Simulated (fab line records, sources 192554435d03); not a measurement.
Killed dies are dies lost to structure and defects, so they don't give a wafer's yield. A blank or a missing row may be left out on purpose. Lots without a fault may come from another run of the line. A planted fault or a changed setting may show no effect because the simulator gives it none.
fab line records | flow n5_finfet
record lots=23 wafers=69 last_day=18
route steps=1938 shown BEOL_M1@809 BEOL_M2@844
lots that met no fault: from a run of the same line without faults
start_h: hours from the record's first day to the start of the lot's first wafer shown | wait_h: hours since the lot's step before | " the same as in the row above | L1.1+2: a row that stands for several wafers | - no value, or no start given | * or withheld: withheld | < > ~ a bound
route shown NAME@n: a module of which the file shows steps, and the number in the route of the first | usual: mean/standard deviation of fault-free wafers | same: alike in all rows | chamber/n: place in a boat | sites: the reading at each site | _std_site: their standard deviation | _edge_site: outer sites' mean less inner sites' | radius_mm: how far each site lies from the wafer's centre | mask NAME#n: copy n | behind: the tool/chamber that last shaped the wafer | hold: why the lot was held/for how many hours/how that ended | device: the transistor (n, p or np) that didn't switch | end of line: the same wafers' tests at the end of the route | a step without rows: its recipe alone | killed: dies lost to structure and defects at the first sort, not the wafer's yield | map: a wafer's dies, x killed, . not, _ none there
set.NAME: the setting as run; set.NAME@STEP: as run at that earlier step | model.NAME: the simulator's own value behind a step, which no gauge read
steps of the route over a sample of lots; a table a step, a row a wafer
services: from which hour (start_h, from the record's first day; less than 0 if before it) a tool's chamber was out of use, for how many hours, and why
## steps
# step N5_BEOL_M1_DEGAS_44
# recipe ambient=vacuum temp_c=250 time_s=60
# usual heater_power_w=327/36
# columns lot.wafer tool chamber start_h wait_h heater_power_w
L074.1 pvd_sputter-03 - 142.41 0.2 331
L074.2 " - " " 368
L074.3 " - " " 347
L075.1 pvd_sputter-02 - 148.78 0.4 321
L075.5 " - " " 291
L075.6 " - " " 301
L077.1 pvd_sputter-03 - 149.28 0.0 352
L077.5 " - " " 366
L077.6 " - " " 352
L078.3 pvd_sputter-01 - 153.50 0.3 283
L078.4 " - " " 250
L078.6 " - " " 246
L076.1 pvd_sputter-01 - 153.62 0.2 377
L076.3 " - " " 283
L076.4 " - " " 370
L079.2 pvd_sputter-02 - 157.68 0.5 371
L079.3 " - " " 297
L079.4 " - " " 306
L080.1 pvd_sputter-02 - 160.50 0.4 309
L080.3 " - " " 294
L080.5 " - " " 294
L081.1 pvd_sputter-03 - 174.66 0.2 331
L081.4 " - " " 357
L081.6 " - " " 328
L083.2 pvd_sputter-02 - 183.28 0.3 367
L083.5 " - " " 308
L083.6 " - " " 291
L082.1 pvd_sputter-03 - 186.22 0.2 335
L082.4 " - " " 361
L082.5 " - " " 340
L084.1 pvd_sputter-02 - 192.96 0.5 294
L084.4 " - " " 298
L084.5 " - " " 363
L085.1 pvd_sputter-02 - 196.67 0.0 373
L085.4 " - " " 304
L085.6 " - " " 363
L086.1 pvd_sputter-02 - 197.20 0.2 288
L086.4 " - " " 370
L086.5 " - " " 287
L087.3 pvd_sputter-01 - 207.31 0.4 287
L087.4 " - " " 248
L087.6 " - " " 288
L088.1 pvd_sputter-03 - 225.94 0.3 333
L088.2 " - " " 327
L088.6 " - " " 350
L089.1 pvd_sputter-01 - 225.95 0.3 250
L089.2 " - " " 382
L089.4 " - " " 360
L090.1 pvd_sputter-03 - 229.12 0.3 346
L090.2 " - " " 328
L090.3 " - " " 326
L092.1 pvd_sputter-02 - 236.03 0.3 312
L092.2 " - " " 366
L092.3 " - " " 284
L091.1 pvd_sputter-02 - 243.15 0.6 319
L091.4 " - " " 304
L091.6 " - " " 362
L094.1 pvd_sputter-01 - 250.13 0.3 249
L094.4 " - " " 283
L094.6 " - " " 385
L095.2 pvd_sputter-03 - 250.73 0.5 337
L095.3 " - " " 344
L095.6 " - " " 336
L096.1 pvd_sputter-03 - 256.92 0.2 331
L096.2 " - " " 350
L096.5 " - " " 332
L097.1 pvd_sputter-02 - 283.88 0.4 314
L097.4 " - " " 292
L097.6 " - " " 297
# step N5_BEOL_M1_SPUTTER_79
# recipe material=Cu target_thk_a=45 temp_c=-20 chamber_pressure_pa=0.07 power_w=withheld time_s=8.29
# usual chamber_pressure_pa=0.07/0.00015 substrate_temp_c=-20.00/0.1 throttle_valve_pct=30.1/1
# columns lot.wafer tool chamber start_h wait_h chamber_pressure_pa substrate_temp_c throttle_valve_pct
L074.1 pvd_sputter-01 - 143.23 0.1 0.07017 -20.10 31.8
L074.2 " - " " 0.07009 -20.12 29.5
L074.3 " - " " 0.06994 -20.01 29.8
L075.1 pvd_sputter-02 - 149.64 0.1 0.06992 -20.10 30.6
L075.5 " - " " 0.07008 -19.90 28.5
L075.6 " - " " 0.06994 -20.05 30.7
L077.1 pvd_sputter-02 - 151.48 0.1 0.07007 -20.06 28.7
L077.5 " - " " 0.07009 -19.98 28.3
L077.6 " - " " 0.07013 -19.96 30.9
L078.3 pvd_sputter-01 - 154.48 0.1 0.0699 -20.09 29.7
L078.4 " - " " 0.07018 -19.89 30.0
L078.6 " - " " 0.06995 -19.85 32.2
L076.1 pvd_sputter-03 - 155.87 0.1 0.07003 -20.04 30.4
L076.3 " - " " 0.06988 -20.10 28.6
L076.4 " - " " 0.07004 -20.01 30.5
L079.2 pvd_sputter-02 - 158.80 0.1 0.07018 -19.96 31.1
L079.3 " - " " 0.07004 -20.01 29.6
L079.4 " - " " 0.06983 -20.16 30.6
L080.1 pvd_sputter-02 - 161.53 0.1 0.06996 -20.01 30.5
L080.3 " - " " 0.06979 -20.05 29.8
L080.5 " - " " 0.06981 -19.94 28.4
L081.1 pvd_sputter-03 - 175.68 0.1 0.07019 -19.90 31.4
L081.4 " - " " 0.07009 -20.13 28.7
L081.6 " - " " 0.06995 -20.01 31.3
L083.2 pvd_sputter-01 - 184.25 0.1 0.07002 -20.11 30.1
L083.5 " - " " 0.06993 -20.07 31.8
L083.6 " - " " 0.07018 -19.92 29.4
L082.1 pvd_sputter-01 - 187.08 0.1 0.06993 -19.83 30.0
L082.4 " - " " 0.06985 -19.97 29.9
L082.5 " - " " 0.07016 -20.04 29.7
L084.1 pvd_sputter-02 - 193.98 0.1 0.07005 -19.76 31.0
L084.4 " - " " 0.07016 -20.14 30.9
L084.5 " - " " 0.07016 -20.16 30.7
L085.1 pvd_sputter-03 - 197.71 0.1 0.0699 -20.08 28.5
L085.4 " - " " 0.07053 -20.14 31.3
L085.6 " - " " 0.0697 -20.00 30.1
L086.1 pvd_sputter-01 - 199.60 0.1 0.07006 -19.98 29.9
L086.4 " - " " 0.06994 -19.97 31.9
L086.5 " - " " 0.07013 -19.92 29.8
L087.3 pvd_sputter-03 - 208.43 0.1 0.06998 -20.01 30.3
L087.4 " - " " 0.06999 -20.10 28.5
L087.6 " - " " 0.07006 -19.95 30.5
L088.1 pvd_sputter-02 - 226.78 0.1 0.07017 -19.65 28.3
L088.2 " - " " 0.07017 -20.17 31.3
L088.6 " - " " 0.06997 -20.05 28.5
L089.1 pvd_sputter-03 - 226.84 0.1 0.07002 -20.14 31.5
L089.2 " - " " 0.07007 -19.95 28.7
L089.4 " - " " 0.07006 -20.00 30.0
L090.1 pvd_sputter-03 - 229.91 0.1 0.06984 -20.01 31.0
L090.2 " - " " 0.07006 -19.89 30.0
L090.3 " - " " 0.06994 -20.08 30.3
L092.1 pvd_sputter-03 - 236.88 0.1 0.07003 -20.02 30.2
L092.2 " - " " 0.06999 -20.14 30.3
L092.3 " - " " 0.07019 -20.03 28.5
L091.1 pvd_sputter-01 - 244.15 0.1 0.06984 -19.94 29.9
L091.4 " - " " 0.06996 -19.93 29.6
L091.6 " - " " 0.0699 -19.90 29.6
L094.1 pvd_sputter-02 - 251.02 0.1 0.06995 -20.05 31.2
L094.4 " - " " 0.07004 -19.95 28.3
L094.6 " - " " 0.0701 -19.87 29.6
L095.2 pvd_sputter-02 - 252.86 0.1 0.06998 -19.99 29.5
L095.3 " - " " 0.06991 -19.91 28.3
L095.6 " - " " 0.06992 -20.04 30.4
L096.1 pvd_sputter-01 - 257.75 0.1 0.07037 -19.86 29.6
L096.2 " - " " 0.06977 -20.12 29.6
L096.5 " - " " 0.07008 -20.04 32.1
L097.1 pvd_sputter-01 - 284.93 0.1 0.0697 -20.16 29.5
L097.4 " - " " 0.06988 -20.05 29.6
L097.6 " - " " 0.06991 -20.23 29.7
# step N5_BEOL_M2_HM_DEP_02
# recipe material=TiN target_thk_a=200 temp_c=25 chamber_pressure_pa=0.49996
# usual chamber_pressure_pa=0.5001/0.001 substrate_temp_c=25.01/0.11 throttle_valve_pct=30.1/1
# columns lot.wafer tool chamber start_h wait_h chamber_pressure_pa substrate_temp_c throttle_valve_pct
L074.1 pvd_sputter-01 - 146.31 0.3 0.4999 25.04 32.1
L074.2 " - " " 0.4992 25.00 29.5
L074.3 " - " " 0.5003 24.94 29.8
L075.1 pvd_sputter-02 - 153.10 0.7 0.5013 24.90 31.1
L075.5 " - " " 0.5004 24.99 28.2
L075.6 " - " " 0.5006 24.89 31.2
L077.1 pvd_sputter-02 - 156.06 1.8 0.4993 24.99 31.2
L077.5 " - " " 0.4988 25.19 30.5
L077.6 " - " " 0.5003 24.78 29.6
L078.3 pvd_sputter-02 - 157.76 0.5 0.5003 24.96 30.5
L078.4 " - " " 0.4986 24.92 28.4
L078.6 " - " " 0.5005 24.86 29.2
L076.1 pvd_sputter-01 - 159.50 0.8 0.4993 24.81 31.8
L076.3 " - " " 0.5003 25.04 29.4
L076.4 " - " " 0.5011 24.97 29.6
L079.2 pvd_sputter-02 - 163.71 1.1 0.4980 25.00 29.7
L079.3 " - " " 0.4993 24.96 28.6
L079.4 " - " " 0.4996 25.16 31.1
L080.1 pvd_sputter-02 - 164.71 0.4 0.5008 25.05 29.8
L080.3 " - " " 0.4988 24.96 30.5
L080.5 " - " " 0.4997 24.95 30.4
L081.1 pvd_sputter-02 - 181.32 2.7 0.5002 25.08 31.1
L081.4 " - " " 0.5005 24.96 30.8
L081.6 " - " " 0.5001 25.08 28.4
L083.2 pvd_sputter-01 - 188.78 1.8 0.4983 24.99 30.1
L083.5 " - " " 0.5004 25.01 32.2
L083.6 " - " " 0.4985 25.01 29.6
L082.1 pvd_sputter-02 - 192.30 2.3 0.5003 25.05 29.6
L082.4 " - " " 0.5018 25.09 30.7
L082.5 " - " " 0.5021 25.03 31.1
L084.1 pvd_sputter-02 - 196.79 0.0 0.5008 25.13 30.6
L084.4 " - " " 0.4969 25.14 31.1
L084.5 " - " " 0.5000 25.13 29.5
L085.1 pvd_sputter-02 - 201.14 0.6 0.5005 25.09 29.6
L085.4 " - " " 0.5006 25.03 28.1
L085.6 " - " " 0.5007 25.07 30.7
L086.1 pvd_sputter-01 - 206.89 4.2 0.5010 25.04 30.0
L086.4 " - " " 0.5008 24.92 29.8
L086.5 " - " " 0.4986 24.87 31.9
L087.3 pvd_sputter-03 - 214.11 2.8 0.5007 25.03 30.4
L087.4 " - " " 0.5011 24.88 31.4
L087.6 " - " " 0.4998 25.00 29.9
L089.1 pvd_sputter-02 - 230.64 1.0 0.4992 24.83 31.3
L089.2 " - " " 0.5000 24.99 28.8
L089.4 " - " " 0.4994 25.08 30.5
L088.1 pvd_sputter-01 - 230.76 0.9 0.5008 25.06 29.5
L088.2 " - " " 0.5004 24.92 29.4
L088.6 " - " " 0.4995 24.97 31.9
L090.1 pvd_sputter-01 - 235.88 2.7 0.4996 25.02 29.8
L090.2 " - " " 0.5017 25.14 29.7
L090.3 " - " " 0.5004 24.93 32.0
L092.1 pvd_sputter-02 - 239.71 0.0 0.4993 25.14 31.1
L092.2 " - " " 0.5012 25.10 29.5
L092.3 " - " " 0.5012 24.87 28.4
L091.1 pvd_sputter-01 - 247.23 0.3 0.5011 25.08 31.8
L091.4 " - " " 0.5014 25.02 29.7
L091.6 " - " " 0.5001 24.95 29.8
L094.1 pvd_sputter-01 - 253.84 0.0 0.5020 24.91 30.0
L094.4 " - " " 0.4998 24.74 29.4
L094.6 " - " " 0.4982 25.11 31.7
L095.2 pvd_sputter-02 - 256.76 0.8 0.4992 24.89 31.2
L095.3 " - " " 0.5002 24.80 28.1
L095.6 " - " " 0.4983 24.93 31.3
L096.1 pvd_sputter-01 - 261.41 0.9 0.5016 24.93 31.8
L096.2 " - " " 0.4993 24.89 29.6
L096.5 " - " " 0.4992 25.04 29.6
L097.1 pvd_sputter-01 - 288.78 1.1 0.4992 25.01 29.7
L097.4 " - " " 0.5013 25.00 29.8
L097.6 " - " " 0.4997 24.90 32.0
# step N5_BEOL_M2_ETCH_70
# recipe chemistry=N2/H2 target=SOC target_depth_a=800 overetch_a=240 mask_material=SiARC temp_c=40 time_s=130 ion_energy_ev=200 pressure_mtorr=30 source_w=840 bias_w=150 n2_flow_sccm=200 h2_flow_sccm=200
# usual chamber_pressure_mTorr=29.994/0.03 drypump_motor_current_A=5.8/0.34 oes_product_au=0.58/0.054 rf_fwd_power_W=835.4/2.7 rf_vpp_V=523.2/2.5 showerhead_plenum_p_Torr=2.52/0.083 throttle_valve_pct=17.82/0.25
# columns lot.wafer tool chamber start_h wait_h chamber_pressure_mTorr drypump_motor_current_A oes_product_au rf_fwd_power_W rf_hours_counter_h rf_vpp_V showerhead_plenum_p_Torr throttle_valve_pct
L074.1 rie_diel-01 0 155.50 0.0 30.005 6.1 0.61 832.1 89 520.7 2.46 17.53
L074.2 " 3 " " 29.986 5.7 0.58 838.3 111 520.8 2.46 17.97
L074.3 " 2 " " 29.940 6.2 0.53 835.1 197 523.7 2.52 17.76
L075.1 rie_diel-01 1 157.88 0.0 30.056 6.0 0.51 833.8 222 523.3 2.52 17.83
L075.5 " 3 " " 29.990 5.7 0.57 829.9 - 521.4 2.46 17.98
L075.6 " 2 " " 29.982 6.2 0.53 837.3 - 523.7 2.52 17.74
L077.1 rie_diel-03 3 159.99 0.0 30.006 5.9 0.56 832.6 159 521.5 2.44 18.08
L077.5 " 0 " " 30.037 5.1 0.49 836.9 - 523.6 2.50 18.13
L077.6 " 2 " " 29.961 5.5 0.57 839.0 - 527.0 2.66 18.08
L076.1 rie_diel-01 1 164.42 0.0 30.055 5.9 0.50 834.2 224 524.0 2.52 17.84
L076.3 " 2 " " 29.934 6.2 0.53 841.6 200 523.7 2.52 17.78
L076.4 " 0 " " 30.022 6.1 0.61 831.4 92 522.0 2.46 17.54
L078.3 rie_diel-01 1 167.69 0.0 30.006 6.0 0.51 834.1 225 524.1 2.52 17.86
L078.4 " 2 " " 30.022 6.2 0.52 839.2 201 524.1 2.52 17.75
L078.6 " 3 " " 29.991 5.7 0.57 833.9 - 522.7 2.45 17.98
L079.2 rie_diel-04 3 168.22 0.0 30.033 5.7 0.63 836.4 35 528.9 2.69 17.77
L079.3 " 0 " " 29.956 5.5 0.63 834.9 69 522.4 2.47 17.43
L079.4 " 3 " " 29.957 5.7 0.63 838.8 - 529.6 2.69 17.74
L080.1 rie_diel-03 2 173.52 0.0 30.010 5.5 0.56 836.9 146 527.1 2.65 18.10
L080.3 " 3 " " 29.970 5.9 0.56 836.8 165 522.5 2.44 18.14
L080.5 " 2 " " 29.995 5.5 0.57 834.2 - 527.2 2.66 18.09
L081.1 rie_diel-04 0 185.30 0.0 30.017 5.5 0.62 835.6 75 522.4 2.47 17.46
L081.4 " 0 " " 30.002 5.5 0.62 836.7 - 520.2 2.47 17.45
L081.6 " 2 " " 29.947 5.6 0.55 832.9 - 527.2 2.63 18.14
L083.2 rie_diel-03 2 192.59 0.0 29.983 5.5 0.56 837.4 154 526.9 2.65 18.11
L083.5 " 2 " " 29.976 5.5 0.56 833.6 - 526.5 2.65 18.11
L083.6 " 3 " " 29.981 5.9 0.56 833.7 - 519.6 2.44 18.14
L082.1 rie_diel-03 1 196.38 0.0 30.009 6.3 0.67 830.9 15 521.8 2.50 17.41
L082.4 " 2 " " 29.994 5.5 0.56 836.2 156 528.1 2.65 18.10
L082.5 " 1 " " 29.992 6.3 0.68 832.4 - 522.9 2.50 17.42
L084.1 rie_diel-01 2 220.59 0.0 30.015 6.2 0.52 836.0 220 522.6 2.51 17.80
L084.4 " 1 " " 29.943 6.0 0.50 837.2 242 523.1 2.51 17.87
L084.5 " 0 " " 30.020 6.1 0.60 831.3 - 522.2 2.45 17.59
L085.1 rie_diel-03 0 225.22 0.0 29.942 5.1 0.66 836.1 17 522.2 2.49 17.70
L085.4 " 3 " " 30.034 5.9 0.55 835.8 - 522.0 2.43 18.15
L085.6 " 1 " " 29.978 6.3 0.66 840.5 - 522.6 2.49 17.44
L086.1 rie_diel-01 0 225.30 0.0 29.999 6.1 0.59 836.4 114 520.3 2.45 17.57
L086.4 " 2 " " 29.968 6.2 0.51 838.4 222 523.1 2.51 17.82
L086.5 " 1 " " 29.991 5.9 0.50 836.1 - 522.9 2.51 17.86
L087.3 rie_diel-03 1 230.68 0.0 30.010 6.4 0.66 838.7 28 521.2 2.49 17.44
L087.4 " 0 " " 29.960 5.1 0.66 834.6 19 524.3 2.49 17.71
L087.6 " 1 " " 29.990 6.4 0.66 834.9 - 521.6 2.49 17.43
L089.1 rie_diel-04 0 235.50 0.0 30.023 5.5 0.60 836.9 94 522.3 2.46 17.49
L089.2 " 3 " " 30.006 5.7 0.61 839.8 60 527.2 2.68 17.81
L089.4 " 1 " " 30.032 6.2 0.61 830.1 55 528.6 2.70 17.86
L088.1 rie_diel-01 3 238.85 0.0 29.997 5.7 0.56 837.3 140 521.7 2.44 18.03
L088.2 " 2 " " 30.009 6.2 0.52 835.5 226 522.8 2.51 17.82
L088.6 " 0 " " 29.996 6.1 0.59 832.5 - 522.4 2.45 17.59
L090.1 rie_diel-03 1 238.87 0.0 30.011 6.4 0.65 840.9 31 522.3 2.49 17.47
L090.2 " 2 " " 29.959 5.5 0.55 835.9 163 526.9 2.65 18.11
L090.3 " 0 " " 29.947 5.1 0.66 836.5 22 523.0 2.49 17.70
L092.1 rie_diel-01 3 253.00 0.0 30.035 5.7 0.55 830.1 149 523.0 2.44 18.04
L092.2 " 0 " " 29.989 6.1 0.59 836.2 127 520.0 2.44 17.59
L092.3 " 2 " " 29.945 6.2 0.51 836.7 235 523.6 2.51 17.84
L091.1 rie_diel-03 1 256.36 0.0 29.992 6.4 0.64 840.4 39 522.6 2.49 17.47
L091.4 " 0 " " 29.968 5.1 0.65 839.5 30 521.5 2.49 17.70
L091.6 " 3 " " 29.971 5.9 0.54 834.8 - 520.0 2.43 18.17
L094.1 rie_diel-04 1 261.77 0.0 29.980 6.2 0.61 831.0 60 528.3 2.69 17.85
L094.4 " 3 " " 29.970 5.6 0.60 837.8 65 529.0 2.68 17.82
L094.6 " 2 " " 29.957 5.6 0.53 835.3 - 526.2 2.62 18.21
L095.2 rie_diel-01 0 266.59 0.0 29.992 6.1 0.59 833.0 132 520.9 2.44 17.61
L095.3 " 1 " " 29.983 5.9 0.70 835.0 3 522.3 2.51 17.43
L095.6 " 0 " " 30.006 6.1 0.58 831.4 - 520.9 2.44 17.63
L096.1 rie_diel-04 1 278.26 0.0 29.957 6.2 0.60 831.4 66 529.4 2.69 17.88
L096.2 " 0 " " 30.022 5.5 0.60 830.1 103 521.0 2.46 17.51
L096.5 " 1 " " 29.990 6.2 0.61 835.6 - 527.6 2.69 17.86
L097.1 rie_diel-01 0 296.88 0.0 29.984 6.1 0.57 835.1 145 521.5 2.44 17.63
L097.4 " 0 " " 30.008 6.1 0.58 838.7 - 520.3 2.44 17.62
L097.6 " 1 " " 29.979 6.0 0.67 837.9 - 523.7 2.50 17.47
# step N5_BEOL_M2_STRIP_36
# recipe chemistry=N2/H2 power_w=450 temp_c=40 pressure_mtorr=20 rf_frequency_hz=6e+07 overash_fraction=0.3 bias_power_w=7 h2_frac=0.5 n2_flow_sccm=200 h2_flow_sccm=200
# usual chamber_pressure_mTorr=20.00/0.032 drypump_motor_current_A=5.8/0.35 oes_product_au=0.79/0.08 rf_vpp_V=59.2/1.3 showerhead_plenum_p_Torr=2.51/0.083 throttle_valve_pct=23.66/0.25
# same overash_fraction=0.3
# columns lot.wafer tool chamber start_h wait_h chamber_pressure_mTorr drypump_motor_current_A oes_product_au rf_hours_counter_h rf_vpp_V showerhead_plenum_p_Torr throttle_valve_pct
L074.1 rie_diel-01 0 155.67 0.0 20.00 6.0 0.83 89 60.4 2.45 23.47
L074.2 " 3 " " 19.95 5.7 0.79 111 60.1 2.45 23.83
L074.3 " 2 " " 20.03 6.2 0.71 197 59.5 2.52 23.62
L075.1 rie_diel-01 1 158.05 0.0 19.99 5.9 0.69 222 59.0 2.52 23.52
L075.5 " 3 " " 19.95 5.7 0.78 - 58.1 2.45 23.88
L075.6 " 2 " " 20.03 6.2 0.71 - 58.9 2.52 23.61
L077.1 rie_diel-03 3 160.15 0.0 19.98 5.9 0.77 159 57.9 2.44 24.07
L077.5 " 0 " " 19.97 5.1 0.65 - 59.4 2.50 23.89
L077.6 " 2 " " 20.03 5.5 0.77 - 60.7 2.65 23.83
L076.1 rie_diel-01 1 164.59 0.0 20.02 5.9 0.68 225 59.8 2.51 23.53
L076.3 " 2 " " 20.02 6.2 0.70 200 59.4 2.52 23.62
L076.4 " 0 " " 19.97 6.0 0.82 92 59.2 2.45 23.47
L078.3 rie_diel-01 1 167.86 0.0 20.02 5.9 0.68 225 57.9 2.51 23.54
L078.4 " 2 " " 19.99 6.2 0.72 201 56.9 2.52 23.60
L078.6 " 3 " " 19.97 5.7 0.78 - 58.9 2.45 23.85
L079.2 rie_diel-04 3 168.39 0.0 19.95 5.7 0.84 35 57.7 2.69 23.59
L079.3 " 0 " " 20.02 5.5 0.86 69 60.0 2.47 23.27
L079.4 " 3 " " 19.99 5.7 0.85 - 60.7 2.69 23.66
L080.1 rie_diel-03 2 173.69 0.0 19.98 5.5 0.77 146 61.0 2.65 23.85
L080.3 " 3 " " 20.01 5.9 0.77 165 63.3 2.43 24.07
L080.5 " 2 " " 19.99 5.5 0.76 - 59.7 2.65 23.82
L081.1 rie_diel-04 0 185.47 0.0 20.02 5.5 0.85 75 59.9 2.46 23.28
L081.4 " 0 " " 20.01 5.5 0.85 - 59.6 2.46 23.27
L081.6 " 2 " " 20.03 5.6 0.74 - 61.9 2.62 23.90
L083.2 rie_diel-03 2 192.75 0.0 20.07 5.5 0.75 154 60.6 2.65 23.84
L083.5 " 2 " " 19.99 5.5 0.77 - 59.6 2.65 23.88
L083.6 " 3 " " 20.00 5.9 0.76 - 59.6 2.43 24.10
L082.1 rie_diel-03 1 196.55 0.0 19.99 6.4 0.93 15 60.6 2.50 23.29
L082.4 " 2 " " 19.97 5.5 0.75 156 60.4 2.65 23.85
L082.5 " 1 " " 19.96 6.4 0.94 - 60.3 2.49 23.28
L084.1 rie_diel-01 2 220.76 0.0 20.02 6.2 0.70 221 58.0 2.51 23.68
L084.4 " 1 " " 20.03 6.0 0.67 242 59.1 2.51 23.53
L084.5 " 0 " " 20.01 6.1 0.81 - 58.8 2.45 23.49
L085.1 rie_diel-03 0 225.38 0.0 20.00 5.1 0.92 17 58.1 2.49 23.55
L085.4 " 3 " " 19.95 5.9 0.75 - 59.9 2.43 24.07
L085.6 " 1 " " 20.00 6.4 0.91 - 61.3 2.49 23.27
L086.1 rie_diel-01 0 225.46 0.0 20.00 6.1 0.80 114 59.0 2.44 23.46
L086.4 " 2 " " 19.95 6.2 0.70 222 59.6 2.51 23.64
L086.5 " 1 " " 20.03 5.9 0.67 - 59.4 2.51 23.58
L087.3 rie_diel-03 1 230.85 0.0 19.94 6.3 0.92 28 59.9 2.49 23.30
L087.4 " 0 " " 20.03 5.1 0.91 19 57.3 2.49 23.56
L087.6 " 1 " " 20.07 6.3 0.91 - 61.2 2.49 23.30
L089.1 rie_diel-04 0 235.67 0.0 19.96 5.5 0.84 94 59.5 2.46 23.31
L089.2 " 3 " " 19.99 5.7 0.82 61 61.6 2.68 23.66
L089.4 " 1 " " 20.04 6.2 0.84 55 59.4 2.69 23.84
L088.1 rie_diel-01 3 239.01 0.0 19.97 5.7 0.76 140 56.8 2.44 23.88
L088.2 " 2 " " 19.99 6.2 0.70 226 59.1 2.50 23.68
L088.6 " 0 " " 19.93 6.0 0.80 - 56.6 2.44 23.51
L090.1 rie_diel-03 1 239.04 0.0 20.00 6.4 0.91 31 58.5 2.49 23.29
L090.2 " 2 " " 19.99 5.5 0.75 163 57.7 2.64 23.87
L090.3 " 0 " " 19.98 5.1 0.90 22 59.6 2.49 23.56
L092.1 rie_diel-01 3 253.17 0.0 19.99 5.8 0.75 149 57.3 2.44 23.90
L092.2 " 0 " " 20.01 6.1 0.79 127 59.1 2.44 23.54
L092.3 " 2 " " 19.96 6.2 0.68 235 61.5 2.50 23.65
L091.1 rie_diel-03 1 256.53 0.0 19.99 6.3 0.88 39 56.9 2.49 23.31
L091.4 " 0 " " 19.95 5.1 0.90 30 60.7 2.49 23.58
L091.6 " 3 " " 20.01 5.9 0.73 - 60.8 2.42 24.14
L094.1 rie_diel-04 1 261.94 0.0 20.01 6.2 0.83 61 60.5 2.69 23.85
L094.4 " 3 " " 19.96 5.6 0.81 65 60.7 2.67 23.64
L094.6 " 2 " " 20.01 5.6 0.73 - 59.7 2.61 23.92
L095.2 rie_diel-01 0 266.76 0.0 19.97 6.0 0.79 132 60.5 2.44 23.53
L095.3 " 1 " " 20.01 6.0 0.97 3 60.3 2.50 23.19
L095.6 " 0 " " 19.93 6.0 0.80 - 59.6 2.44 23.51
L096.1 rie_diel-04 1 278.42 0.0 19.99 6.3 0.83 66 59.7 2.69 23.88
L096.2 " 0 " " 19.99 5.5 0.82 103 56.9 2.45 23.32
L096.5 " 1 " " 20.02 6.2 0.83 - 56.2 2.69 23.86
L097.1 rie_diel-01 0 297.04 0.0 20.02 6.1 0.78 145 59.3 2.43 23.53
L097.4 " 0 " " 20.03 6.1 0.77 - 59.8 2.43 23.53
L097.6 " 1 " " 20.05 6.0 0.91 - 57.4 2.50 23.23
# step N5_BEOL_M2_PRE_CLEAN_45
# recipe gas=H2/He time_s=30 temp_c=250
# usual heater_power_w=333/35
# columns lot.wafer tool chamber start_h wait_h heater_power_w
L074.1 pvd_sputter-02 - 156.40 0.0 313
L074.2 " - " " 294
L074.3 " - " " 353
L075.1 pvd_sputter-01 - 159.46 0.0 289
L075.5 " - " " 388
L075.6 " - " " 245
L077.1 pvd_sputter-01 - 160.76 0.0 382
L077.5 " - " " 288
L077.6 " - " " 374
L076.1 pvd_sputter-03 - 165.21 0.0 356
L076.3 " - " " 340
L076.4 " - " " 362
L078.3 pvd_sputter-03 - 168.65 0.0 370
L078.4 " - " " 356
L078.6 " - " " 332
L079.2 pvd_sputter-02 - 169.10 0.0 366
L079.3 " - " " 295
L079.4 " - " " 289
L080.1 pvd_sputter-03 - 174.38 0.0 330
L080.3 " - " " 372
L080.5 " - " " 332
L081.1 pvd_sputter-01 - 186.11 0.0 375
L081.4 " - " " 370
L081.6 " - " " 361
L083.2 pvd_sputter-02 - 193.62 0.0 301
L083.5 " - " " 307
L083.6 " - " " 314
L082.1 pvd_sputter-03 - 196.98 0.0 343
L082.4 " - " " 341
L082.5 " - " " 321
L084.1 pvd_sputter-01 - 221.49 0.0 386
L084.4 " - " " 285
L084.5 " - " " 243
L085.1 pvd_sputter-01 - 226.07 0.0 255
L085.4 " - " " 388
L085.6 " - " " 372
L086.1 pvd_sputter-03 - 226.16 0.0 346
L086.4 " - " " 323
L086.5 " - " " 337
L087.3 pvd_sputter-03 - 231.61 0.0 335
L087.4 " - " " 371
L087.6 " - " " 358
L089.1 pvd_sputter-03 - 236.34 0.0 331
L089.2 " - " " 361
L089.4 " - " " 355
L088.1 pvd_sputter-02 - 239.59 0.0 357
L088.2 " - " " 296
L088.6 " - " " 357
L090.1 pvd_sputter-03 - 239.60 0.0 366
L090.2 " - " " 328
L090.3 " - " " 346
L092.1 pvd_sputter-03 - 253.64 0.0 333
L092.2 " - " " 358
L092.3 " - " " 355
L091.1 pvd_sputter-02 - 257.06 0.0 312
L091.4 " - " " 290
L091.6 " - " " 301
L094.1 pvd_sputter-01 - 262.89 0.0 378
L094.4 " - " " 248
L094.6 " - " " 252
L095.2 pvd_sputter-03 - 270.20 0.0 338
L095.3 " - " " 330
L095.6 " - " " 336
L096.1 pvd_sputter-03 - 279.47 0.0 368
L096.2 " - " " 333
L096.5 " - " " 331
L097.1 pvd_sputter-02 - 297.82 0.0 317
L097.4 " - " " 290
L097.6 " - " " 312
## services
# columns tool chamber start_h hours kind
pvd_sputter-03 - 123.26 7.9 repair
rie_diel-03 1 136.58 - clean
rie_diel-03 1 136.58 - consumable_replace:focus_ring
rie_diel-03 1 136.58 23.6 scheduled_down
rie_diel-03 1 136.58 23.6 vent_cycle
pvd_sputter-02 - 137.70 5.1 repair
rie_diel-04 1 154.12 31.9 repair
rie_diel-03 0 160.31 - clean
rie_diel-03 0 160.31 - consumable_replace:focus_ring
rie_diel-03 0 160.31 19.5 scheduled_down
rie_diel-03 0 160.31 19.5 vent_cycle
rie_diel-01 1 203.47 7.2 repair
rie_diel-04 1 209.09 6.8 repair
rie_diel-03 2 212.85 15.3 repair
rie_diel-04 - 240.08 14.6 pm
rie_diel-01 1 244.09 - clean
rie_diel-01 1 244.09 - consumable_replace:focus_ring
rie_diel-01 1 244.09 13.9 scheduled_down
rie_diel-01 1 244.09 13.9 vent_cycle
pvd_sputter-03 - 271.86 1.3 repair
rie_diel-01 2 290.57 - clean
rie_diel-01 2 290.57 - consumable_replace:focus_ring
rie_diel-01 2 290.57 21.6 scheduled_down
rie_diel-01 2 290.57 21.6 vent_cycle
## key
fault none
